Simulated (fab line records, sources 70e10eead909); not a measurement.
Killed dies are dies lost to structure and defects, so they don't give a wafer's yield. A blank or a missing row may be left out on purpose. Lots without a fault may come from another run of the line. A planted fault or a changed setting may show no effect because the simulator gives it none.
Which tool did it? | flow nand_harc | 13 lots, 37 wafers sampled, at 6 steps of a route of 1302

WHAT THE GAUGES READ, wafer by wafer
NHARC_A_SGD_CUT_CD_MEAS_09: target cd 100 nm. Usual: cd_nm 100.4 nm, standard deviation 0.52.
lot  | measured     | on        | cd_nm (nm)        | flag
L547 | day 19 14:17 | cd_sem-02 | 100.6 100.9 101.4 |
L550 | day 20 14:23 | cd_sem-03 | 100.7 99.5 100.3  |
L552 | day 20 14:14 | cd_sem-02 | 99.9 99.9 99.8    |
L551 | day 20 18:01 | cd_sem-01 | 99.5 100.0 100.0  |
L553 | day 21 12:58 | cd_sem-01 | 100.4 100.7 101.1 |
L555 | day 22 12:52 | cd_sem-02 | 100.5 100.7 100.5 |
L556 | day 22 17:14 | cd_sem-03 | 99.8 100.3 99.9   |
L554 | day 22 18:39 | cd_sem-03 | 101.7 100.0 100.8 |
L559 | day 24 15:05 | cd_sem-02 | 100.8 101.0 100.8 |
L560 | day 24 15:39 | cd_sem-03 | 100.1 99.7 100.3  |
L566 | day 27 05:14 | cd_sem-03 | 101.3             |
L567 | day 27 04:53 | cd_sem-02 | 100.5 99.8 99.8   |
L569 | day 28 17:04 | cd_sem-02 | 100.3 100.5 99.8  |

NHARC_END_SORT_01. Usual: killed_at_array 61, standard deviation 20; killed_at_other 0.9, standard deviation 1.1; killed_at_periphery 3.7, standard deviation 2.5; killed_dies 65, standard deviation 21; killed_open 3.3, standard deviation 1.8; killed_short 2.3, standard deviation 1.5.
lot  | measured     | on        | killed_at_array | killed_at_other | killed_at_periphery | killed_dies | killed_open | killed_short | flag
L559 | day 29 18:48 | prober-01 | 30              | 1               | 3                   | 34          | 3           | 2            |
L560 | day 30 04:12 | prober-02 | 93              | 5               | 8                   | 106         | 4           | 3            | OFF
L566 | day 33 04:33 | prober-01 | 176             | 1               | 2                   | 179         | 1           | 2            | OFF

WHICH TOOL RAN EACH LOT (tool, then ch and the chambers of the sampled wafers, then the start)
lot  | NHARC_A_STAIRCASE_ETCH_19          | NHARC_A_STAIRCASE_CMP_152     | NHARC_A_STAIRCASE_DEP_471       | NHARC_A_SGD_CUT_DEP_00
L547 | rie_diel-12 ch 0,2,3, day 15 19:14 | cmp-02 ch 0,1,2, day 19 11:48 | pecvd-01 ch 0,2, day 19 12:53   | pecvd-03 ch 0,1,2, day 19 13:35
L550 | rie_diel-12 ch 0,2,3, day 17 04:06 | cmp-02 ch 0,2,3, day 20 11:50 | pecvd-01 ch 1,2, day 20 12:58   | pecvd-03 ch 1,2, day 20 13:41
L552 | rie_diel-07 ch 0,3, day 17 04:17   | cmp-03 ch 0,2, day 20 11:35   | pecvd-02 ch 1,2, day 20 12:50   | pecvd-02 ch 0,2, day 20 13:31
L551 | rie_diel-07 ch 0,1, day 17 08:58   | cmp-04 ch 0,1,2, day 20 15:30 | pecvd-01 ch 0,1,2, day 20 16:39 | pecvd-02 ch 0,1, day 20 17:20
L553 | rie_diel-12 ch 0,1, day 18 09:37   | cmp-02 ch 0,2,3, day 21 10:26 | pecvd-02 ch 0,2, day 21 11:36   | pecvd-04 ch 1,2, day 21 12:17
L555 | rie_diel-11 ch 1,2,3, day 18 23:25 | cmp-02 ch 0,1,2, day 22 10:13 | pecvd-02 ch 1,2, day 22 11:28   | pecvd-02 ch 0,1,2, day 22 12:08
L556 | rie_diel-12 ch 1,2, day 19 03:52   | cmp-03 ch 0,2,3, day 22 14:46 | pecvd-01 ch 0,1, day 22 15:50   | pecvd-04 ch 0,1,2, day 22 16:31
L554 | rie_diel-12 ch 0,1,3, day 19 08:30 | cmp-02 ch 2,3, day 22 16:05   | pecvd-02 ch 0,1, day 22 17:14   | pecvd-04 ch 0,1, day 22 17:55
L559 | rie_diel-07 ch 0,3, day 21 03:35   | cmp-02 ch 1,2,3, day 24 12:25 | pecvd-02 ch 0,1,2, day 24 13:39 | pecvd-02 ch 1,2, day 24 14:23
L560 | rie_diel-11 ch 2,3, day 21 09:04   | cmp-03 ch 2,3, day 24 12:32   | pecvd-03 ch 0,1,2, day 24 14:13 | pecvd-02 ch 0,1, day 24 14:59
L566 | rie_diel-07 ch 2, day 23 11:05     | cmp-04 ch 1, day 26 20:01     | pecvd-01 ch 1, day 27 00:08     | pecvd-04 ch 2, day 27 04:42
L567 | rie_diel-11 ch 0,2,3, day 24 01:26 | cmp-03 ch 0,1,2, day 27 02:22 | pecvd-03 ch 0,1,2, day 27 03:31 | pecvd-02 ch 0,1, day 27 04:11
L569 | rie_diel-11 ch 0,1,3, day 25 04:08 | cmp-02 ch 0,1, day 28 14:23   | pecvd-03 ch 1,2, day 28 15:32   | pecvd-03 ch 1,2, day 28 16:15
- NHARC_A_STAIRCASE_ETCH_19: etches the open film in C4F8/O2, target depth 100 nm, time 40.5 s.
- NHARC_A_STAIRCASE_CMP_152: polishes.
- NHARC_A_STAIRCASE_DEP_471: deposits SiO2, target thk 100 nm.
- NHARC_A_SGD_CUT_DEP_00: deposits SiNx, target thk 50 nm.

WHAT THE TOOLS THEMSELVES READ (means of the sampled wafers that have a number; where no wafer has one, the mark that the record gives instead)
NHARC_A_STAIRCASE_ETCH_19. Usual: bias_w 1000 W, standard deviation 3; oes_product_au 0.942 a.u., standard deviation 0.011; rf_vpp_V 896 V, standard deviation 5.7.
lot  | tool        | bias_w (W) | oes_product_au (a.u.) | rf_vpp_V (V) | flag
L547 | rie_diel-12 | 999        | 0.951                 | 893          |
L550 | rie_diel-12 | 1001       | 0.938                 | 894          |
L552 | rie_diel-07 | 1002       | 0.937                 | 892          |
L551 | rie_diel-07 | 1003       | 0.926                 | 896          |
L553 | rie_diel-12 | 998        | 0.950                 | 891          |
L555 | rie_diel-11 | 1001       | 0.945                 | 902          |
L556 | rie_diel-12 | 1000       | 0.943                 | 896          |
L554 | rie_diel-12 | 996        | 0.930                 | 893          |
L559 | rie_diel-07 | 1001       | 0.937                 | 889          |
L560 | rie_diel-11 | 1001       | 0.948                 | 903          |
L566 | rie_diel-07 | 1003       | 0.925                 | 901          |
L567 | rie_diel-11 | 1000       | 0.950                 | 897          |
L569 | rie_diel-11 | 999        | 0.937                 | 897          |

NHARC_A_STAIRCASE_CMP_152. Usual: motor_current_A 11.9 A, standard deviation 0.98.
lot  | tool   | motor_current_A (A) | flag
L547 | cmp-02 | 12.4                |
L550 | cmp-02 | 11.9                |
L552 | cmp-03 | 11.4                |
L551 | cmp-04 | 13.2                |
L553 | cmp-02 | 12.2                |
L555 | cmp-02 | 12.0                |
L556 | cmp-03 | 11.3                |
L554 | cmp-02 | 11.1                |
L559 | cmp-02 | 11.6                |
L560 | cmp-03 | 11.7                |
L566 | cmp-04 | 12.8                |
L567 | cmp-03 | 11.3                |
L569 | cmp-02 | 12.5                |

NHARC_A_STAIRCASE_DEP_471. Usual: heater_power_w 537 W, standard deviation 86; throttle_valve_pct 15.7 %, standard deviation 0.71.
lot  | tool     | heater_power_w (W) | throttle_valve_pct (%) | flag
L547 | pecvd-01 | 478                | 16.1                   |
L550 | pecvd-01 | 527                | 16.2                   |
L552 | pecvd-02 | 546                | 15.5                   |
L551 | pecvd-01 | 526                | 15.9                   |
L553 | pecvd-02 | 432                | 15.3                   |
L555 | pecvd-02 | 488                | 15.2                   |
L556 | pecvd-01 | 591                | 15.4                   |
L554 | pecvd-02 | 527                | 15.3                   |
L559 | pecvd-02 | 540                | 15.5                   |
L560 | pecvd-03 | 550                | 15.6                   |
L566 | pecvd-01 | 593                | 16.3                   |
L567 | pecvd-03 | 569                | 15.7                   |
L569 | pecvd-03 | 596                | 15.3                   |

NHARC_A_SGD_CUT_DEP_00. Usual: heater_power_w 668 W, standard deviation 110.
lot  | tool     | heater_power_w (W) | flag
L547 | pecvd-03 | 651                |
L550 | pecvd-03 | 651                |
L552 | pecvd-02 | 611                |
L551 | pecvd-02 | 666                |
L553 | pecvd-04 | 529                |
L555 | pecvd-02 | 662                |
L556 | pecvd-04 | 689                |
L554 | pecvd-04 | 692                |
L559 | pecvd-02 | 662                |
L560 | pecvd-02 | 783                |
L566 | pecvd-04 | 530                |
L567 | pecvd-02 | 769                |
L569 | pecvd-03 | 650                |

THE ANSWER, worked out from the rows above alone
Rule: a lot is off if the mean of its wafers that have a number lies more than 3 standard deviations from the usual mean. A lot without any number at a reading at which 4 lots or more have one is off too. The other lots that the step has rows for count as sound. The gauges are gone through in route order, then the tools' own readings, and for those a lot's mean is taken as printed above. The first step at which some lot is off is used, and at that step the reading that is off furthest; a lot without a number counts as furthest.
Off: L566, at NHARC_END_SORT_01 (killed_at_array). Neither off nor sound, because the step has no rows for them: L547, L550, L552, L551, L553, L555, L556, L554, L567, L569.
A tool fits if, at a process step before that reading, it ran every lot that is off, and no sound lot after the first of them. The gauges at NHARC_END_SORT_01 are tried like those tools. Can't be told from this: 5 tools fit, rie_diel-07 at NHARC_A_STAIRCASE_ETCH_19, cmp-04 at NHARC_A_STAIRCASE_CMP_152, pecvd-01 at NHARC_A_STAIRCASE_DEP_471, pecvd-04 at NHARC_A_SGD_CUT_DEP_00, prober-01 at NHARC_END_SORT_01.

WHAT THE SIMULATOR HAD PUT IN
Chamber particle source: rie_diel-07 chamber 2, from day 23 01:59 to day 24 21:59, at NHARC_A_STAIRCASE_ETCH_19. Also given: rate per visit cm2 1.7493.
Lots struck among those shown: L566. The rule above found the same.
